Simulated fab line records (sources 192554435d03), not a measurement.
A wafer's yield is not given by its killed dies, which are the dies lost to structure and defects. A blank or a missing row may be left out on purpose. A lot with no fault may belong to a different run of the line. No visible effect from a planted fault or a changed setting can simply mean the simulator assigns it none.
Chamber matching ; flow n5Finfet ; rieDiel-02 running N5_DUMMY_REMOVAL_STRIP_10: 4 sister chambers
The step strips in N2/H2, time 40 s. 16 wafers are shown with their chamber, then 8 later ones without.

== WAFERS, EACH WITH ITS CHAMBER ==
wafer;chamber;showerheadPlenumPTorr (Torr);throttleValvePct (%);oesProductAu (a.u.)
L076.3;1;3.34;12.58;0.71
L076.5;0;3.54;11.98;0.79
L076.6;1;3.34;12.59;0.71
L079.1;0;3.54;11.97;0.78
L079.4;2;3.29;12.06;0.85
L079.6;3;3.47;12.36;0.71
L081.3;3;3.47;12.37;0.71
L081.5;2;3.29;12.08;0.84
L081.6;1;3.34;12.60;0.71
L086.1;0;3.53;11.99;0.77
L086.5;0;3.53;12.01;0.78
L086.6;1;3.33;12.63;0.70
L087.1;3;3.46;12.39;0.70
L087.2;2;3.28;12.12;0.82
L087.3;0;3.53;12.01;0.76
L089.1;2;3.28;12.12;0.82

SIGNATURES (means of the wafers above)
reading;chamber 0;chamber 1;chamber 2;chamber 3;scatter within a chamber
showerheadPlenumPTorr;3.5340;3.3375;3.2850;3.4667;0.00549
throttleValvePct;11.9920;12.6000;12.0950;12.3733;0.0221
oesProductAu;0.7760;0.7075;0.8325;0.7067;0.0106
Rule: for a wafer and a chamber, the distance is found by dividing, reading by reading, the gap between the wafer's reading and the chamber's mean by the reading's scatter, squaring, summing and taking the root. The wafer belongs to the nearest chamber; if the next one is less than 2 further off, it can't be placed. The scatter: take each reading less its chamber's mean, square it, sum over the shown wafers, divide by the number of wafers less the number of chambers, and take the root.

== WAFERS WITHOUT THEIR CHAMBER ==
wafer;showerheadPlenumPTorr (Torr);throttleValvePct (%);oesProductAu (a.u.)
L089.4;3.46;12.40;0.69
L089.6;3.33;12.65;0.69
L090.2;3.28;12.12;0.82
L090.3;3.33;12.66;0.70
L090.6;3.33;12.66;0.70
L097.3;3.28;12.13;0.80
L097.4;3.32;12.68;0.68
L097.6;3.46;12.44;0.69

== EACH ONE'S CHAMBER ==
wafer;from the rows above;in truth
L089.4;3;3
L089.6;1;1
L090.2;2;2
L090.3;1;1
L090.6;1;1
L097.3;2;2
L097.4;1;1
L097.6;3;3
Correctly placed: 8 of 8. Not placeable from these rows: 0. Wrongly placed: 0.
